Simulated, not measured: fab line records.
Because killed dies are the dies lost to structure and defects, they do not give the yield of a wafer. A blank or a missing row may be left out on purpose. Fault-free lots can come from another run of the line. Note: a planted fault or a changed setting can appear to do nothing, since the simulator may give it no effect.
The same fault as seen by 2 desks / flow nand harc / each desk holds nothing but its own numbers, with what lay behind them at the end

THE DEFECT DESK
Counts from the inspections along the route, per lot, as means over the sampled wafers that have a number. If a lot's mean is further than 4 standard deviations from the usual mean, the lot is out of limits and carries the mark OUT (the distance appears in the brackets).
Columns: A = raw defect count at NHARC_P_GATE_INSPECT_68, usual 221
lot=L947; first seen here=day 5 04:07; A=247
lot=L948; first seen here=day 5 16:24; A=221
lot=L951; first seen here=day 6 05:23; A=254
lot=L949; first seen here=day 6 05:49; A=278
lot=L950; first seen here=day 6 06:11; A=183
lot=L953; first seen here=day 6 19:28; A=224
lot=L952; first seen here=day 6 22:23; A=190
lot=L955; first seen here=day 7 06:53; A=176
lot=L954; first seen here=day 7 09:05; A=386
lot=L957; first seen here=day 8 05:39; A=715 (+5.9) OUT
lot=L964; first seen here=day 9 14:04; A=488
lot=L966; first seen here=day 10 06:41; A=149
lot=L968; first seen here=day 10 22:08; A=166
lot=L970; first seen here=day 11 01:04; A=210
This desk finds L957 out of limits, L957 being first, at day 8 05:39 (raw defect count at NHARC_P_GATE_INSPECT_68). L947, L948, L951, L949, L950, L953, L952, L955, L954, L964, L966, L968, L970: within limits.

THE METROLOGY DESK
What the gauges read for every lot (on any tool): the sampled wafers with a number, averaged. If a lot's mean is further than 4 standard deviations from the usual mean, the lot is out of limits and carries the mark OUT (the distance appears in the brackets).
Columns: A = cd nm at NHARC_P_CONTACT_CD_MEAS_12, usual 89.6 nm
lot=L947; first seen here=day 5 05:44; A=88.8
lot=L948; first seen here=day 5 18:01; A=89.2
lot=L951; first seen here=day 6 06:53; A=91.5
lot=L949; first seen here=day 6 07:29; A=89.3
lot=L950; first seen here=day 6 07:47; A=91.5
lot=L953; first seen here=day 6 20:58; A=90.7
lot=L952; first seen here=day 7 00:01; A=90.5
lot=L955; first seen here=day 7 08:31; A=89.0
lot=L954; first seen here=day 7 10:44; A=88.9
lot=L957; first seen here=day 8 07:16; A=88.6
lot=L964; first seen here=day 9 15:53; A=89.1
lot=L966; first seen here=day 10 08:17; A=91.0
lot=L968; first seen here=day 10 23:45; A=90.3
lot=L970; first seen here=day 11 02:33; A=88.7
This desk's verdict: no lot among the 14 shows anything out of limits.

PUT TOGETHER
The defect desk could have raised an alarm at day 8 05:39, on L957.
At the metrology desk, nothing out of limits was observed.
The metrology desk has L957 on record, within its limits.
All the named lots went through NHARC_P_GATE_STRIP_50 on wet bench-09.

WHAT WAS PUT IN BY THE SIMULATOR
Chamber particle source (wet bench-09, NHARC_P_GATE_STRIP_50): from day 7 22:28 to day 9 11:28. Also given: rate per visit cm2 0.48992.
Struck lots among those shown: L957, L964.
Hours from the fault's start to each desk's first reading out of limits: the defect desk, 7.
